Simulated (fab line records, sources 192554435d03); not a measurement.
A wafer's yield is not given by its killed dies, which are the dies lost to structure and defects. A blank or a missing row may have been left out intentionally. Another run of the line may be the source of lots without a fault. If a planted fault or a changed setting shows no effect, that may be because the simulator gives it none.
The same fault as seen by 2 desks -- flow n5 finfet -- what lay behind the numbers comes last; until then each desk has only its own

== THE METROLOGY DESK ==
What the gauges read for every lot (on any tool): the sampled wafers with a number, averaged. A lot is out of limits, marked OUT, if its mean lies more than 4 standard deviations from the usual mean; the brackets give that distance.
Columns: A = FIN_CUT_OVL at N5_FIN_CUT_OVL_MEAS_09, usual -0.2 nm; B = trench depth nm at N5_STI_FIN_REVEAL_FIN_H_MEAS_10, usual 51.9 nm
lot,first seen here,A,B
L908,day 2 09:44,-1.0,51.4
L909,day 2 13:58,-0.3,52.0
L911,day 3 05:10,1.1,52.3
L912,day 3 08:21,-0.2,52.3
L917,day 4 14:37,0.3,51.3
L919,day 5 06:23,-0.9,52.2
L920,day 5 09:36,-0.6,52.4
L921,day 5 14:39,-0.5,52.0
L922,day 5 20:56,-0.3,54.0
L923,day 6 08:28,-0.7,53.6
L925,day 6 22:55,-0.8,53.7
Finding of this desk: none of the 11 lots has anything out of limits.

== TOOL OWNER'S DESK, vapor etch-01 ==
The tool's own readings at N5_STI_FIN_REVEAL_RECESS_09 (chemistry HF/NH3, target SiO2, afs cycles 11, target depth 42.5 nm, sublimation time 60 s): means of the sampled wafers that have a number, for each lot that ran on this tool. A lot is out of limits, marked OUT, if its mean lies more than 4 standard deviations from the usual mean; the brackets give that distance.
Columns: A = drypump motor current A at N5_STI_FIN_REVEAL_RECESS_09, usual 5.8 A
lot,first seen here,A
L911,day 3 12:19,6.3
L912,day 3 16:01,6.2
L920,day 5 18:11,6.1
L921,day 5 22:16,6.3
L922,day 6 03:53,6.1
L923,day 6 15:58,6.0
L925,day 7 07:22,6.2
Finding of this desk: none of the 7 lots has anything out of limits.

== ALL TOGETHER ==
Metrology desk: nothing out of limits seen.
The desk of the tool owner found nothing out of limits.

== WHAT THE SIMULATOR HAD PUT IN ==
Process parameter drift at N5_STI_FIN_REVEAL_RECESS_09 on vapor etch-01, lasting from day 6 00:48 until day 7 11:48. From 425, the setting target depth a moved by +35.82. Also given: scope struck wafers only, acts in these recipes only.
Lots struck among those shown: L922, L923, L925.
